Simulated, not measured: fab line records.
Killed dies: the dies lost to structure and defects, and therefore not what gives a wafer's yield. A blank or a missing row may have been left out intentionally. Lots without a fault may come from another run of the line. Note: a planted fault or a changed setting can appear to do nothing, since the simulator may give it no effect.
Which tool did it? / flow n5_finfet / 33 wafers from 11 lots sampled at 3 of the route's 1938 steps

WHAT THE GAUGES READ, wafer by wafer
N5_MIM_BOT_LITHO_OVL_MEAS_11.
lot=L319; measured=day 12 14:01; on=overlay-02; MIM_BOT_OVL (nm)=1 8 11
lot=L320; measured=day 12 20:07; on=overlay-01; MIM_BOT_OVL (nm)=3 9 0
lot=L322; measured=day 13 11:35; on=overlay-02; MIM_BOT_OVL (nm)=3 -1 -1
lot=L328; measured=day 14 13:38; on=overlay-01; MIM_BOT_OVL (nm)=9 3 -3
lot=L327; measured=day 14 22:52; on=overlay-01; MIM_BOT_OVL (nm)=9 4 3
lot=L330; measured=day 15 02:51; on=overlay-01; MIM_BOT_OVL (nm)=-1 2 2
lot=L334; measured=day 16 04:32; on=overlay-01; MIM_BOT_OVL (nm)=10 11 12
lot=L336; measured=day 16 18:13; on=overlay-02; MIM_BOT_OVL (nm)=7 11 -1
lot=L337; measured=day 17 04:47; on=overlay-01; MIM_BOT_OVL (nm)=9 6 0
lot=L339; measured=day 17 21:32; on=overlay-01; MIM_BOT_OVL (nm)=9 9 5
lot=L340; measured=day 18 03:02; on=overlay-02; MIM_BOT_OVL (nm)=6 -3 8

EACH LOT AND THE TOOL THAT RAN IT (in order: tool; ch and the chambers of the sampled wafers; start)
lot=L319; N5_BEOL_M15_PRE_CLEAN_42=pvd_sputter-03, day 12 07:07; N5_MIM_TOP_ALD_00=ald_hk-02 ch 0,1,3, day 12 10:14
lot=L320; N5_BEOL_M15_PRE_CLEAN_42=pvd_sputter-02, day 12 14:43; N5_MIM_TOP_ALD_00=ald_hk-02 ch 0,1,3, day 12 18:20
lot=L322; N5_BEOL_M15_PRE_CLEAN_42=pvd_sputter-01, day 13 04:40; N5_MIM_TOP_ALD_00=ald_hk-02 ch 1,3, day 13 09:23
lot=L328; N5_BEOL_M15_PRE_CLEAN_42=pvd_sputter-01, day 14 07:49; N5_MIM_TOP_ALD_00=ald_hk-02 ch 1,2,3, day 14 11:28
lot=L327; N5_BEOL_M15_PRE_CLEAN_42=pvd_sputter-02, day 14 17:47; N5_MIM_TOP_ALD_00=ald_hk-02 ch 0,3, day 14 20:44
lot=L330; N5_BEOL_M15_PRE_CLEAN_42=pvd_sputter-01, day 14 20:52; N5_MIM_TOP_ALD_00=ald_hk-02 ch 1,2, day 15 00:43
lot=L334; N5_BEOL_M15_PRE_CLEAN_42=pvd_sputter-01, day 15 20:31; N5_MIM_TOP_ALD_00=ald_hk-03 ch 1,2, day 15 23:14
lot=L336; N5_BEOL_M15_PRE_CLEAN_42=pvd_sputter-02, day 16 12:09; N5_MIM_TOP_ALD_00=ald_hk-01 ch 1,2,3, day 16 15:23
lot=L337; N5_BEOL_M15_PRE_CLEAN_42=pvd_sputter-03, day 16 20:21; N5_MIM_TOP_ALD_00=ald_hk-01 ch 0,1,2, day 16 23:45
lot=L339; N5_BEOL_M15_PRE_CLEAN_42=pvd_sputter-02, day 17 13:50; N5_MIM_TOP_ALD_00=ald_hk-01 ch 0,2,3, day 17 17:19
lot=L340; N5_BEOL_M15_PRE_CLEAN_42=pvd_sputter-01, day 17 20:17; N5_MIM_TOP_ALD_00=ald_hk-01 ch 0,1,3, day 17 23:55
- N5_BEOL_M15_PRE_CLEAN_42: time 30 s.
- N5_MIM_TOP_ALD_00: deposits Al2O3, purge time 3 s, co reactant pulse time 3 s.

THE ANSWER, worked out from the rows above alone
Rule: usual is defined by the lots themselves. The widest of any qualifying gaps counts: lots, ordered by their means at a reading, are off when they make up no more than a third of the lots, leave a main group of 4 or more, and stand apart from it by 3 or more times the standard deviation of that group's means. If all means in a main group match to the digits the tables above print for the reading, that group is not used. A lot without any number at a reading at which 4 lots or more have one is off too. Where the step has rows for the other lots, those lots are counted as sound.
No lot is off at any reading shown: from this, nothing can be told.

WHAT HAD BEEN PUT IN BY THE SIMULATOR
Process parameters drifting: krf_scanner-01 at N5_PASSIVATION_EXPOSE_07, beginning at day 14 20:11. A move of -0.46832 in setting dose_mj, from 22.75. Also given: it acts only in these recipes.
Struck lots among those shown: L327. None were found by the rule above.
